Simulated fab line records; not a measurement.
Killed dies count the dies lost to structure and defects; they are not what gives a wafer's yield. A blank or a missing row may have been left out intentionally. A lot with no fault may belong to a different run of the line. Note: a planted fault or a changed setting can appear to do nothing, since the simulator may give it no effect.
Chamber matching -- flow n5Finfet -- N5_MOL_CONTACT_COAG_CMP_23 on cmp-04: 4 sister chambers
The step polishes, stops on SiO2, t overpolish 1.5 s, target thk 0 nm. 8 wafers are shown with their chamber, then 12 later ones without.

== WAFERS PAIRED WITH THEIR CHAMBERS ==
wafer,chamber,motorCurrentA (A),timeToEndpointS (s)
L080.5,0,8.2,8.0
L081.5,2,8.3,9.0
L081.6,3,7.3,8.9
L083.5,1,7.5,4.2
L083.6,0,8.2,8.5
L086.1,3,7.3,7.0
L086.3,2,8.3,8.4
L086.5,1,7.3,8.5

== WAFERS MISSING THEIR CHAMBER ==
wafer,motorCurrentA (A),timeToEndpointS (s)
L087.1,7.0,8.8
L087.4,8.0,7.6
L087.5,8.3,10.9
L088.1,8.7,7.8
L088.3,7.4,6.4
L088.4,6.9,5.1
L097.1,7.4,11.4
L097.3,7.7,10.6
L097.5,7.7,11.4
L096.1,8.0,14.0
L096.3,7.1,9.0
L096.5,7.3,10.4

== EACH ONE'S CHAMBER ==
wafer,from the rows above,in truth
L087.1,can't be placed: 3 or 1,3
L087.4,can't be placed: 0 or 2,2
L087.5,can't be placed: 2 or 0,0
L088.1,can't be placed: 2 or 0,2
L088.3,can't be placed: 1 or 3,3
L088.4,can't be placed: 3 or 1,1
L097.1,can't be placed: 3 or 1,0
L097.3,can't be placed: 1 or 3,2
L097.5,can't be placed: 1 or 3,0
L096.1,can't be placed: 0 or 2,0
L096.3,can't be placed: 3 or 1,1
L096.5,can't be placed: 3 or 1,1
Correct placement for 0 of the 12. Cannot be placed on the basis of these rows: 12; the candidates contain the true chamber in 9. Placed wrongly: 0.
How it was worked out, from the rows above alone: a wafer's distance from a chamber is the root of the sum, over the readings, of the square of ((its reading less the chamber's mean) divided by the reading's scatter). If the next closest chamber is less than 2 further off than the closest, the wafer can't be placed; otherwise it belongs to the closest. The mean given for a chamber averages the wafers shown for that chamber. How the scatter is found: for the shown wafers, subtract from each reading the mean of its chamber, square and add these, divide the total by (wafers less chambers), then take the root.
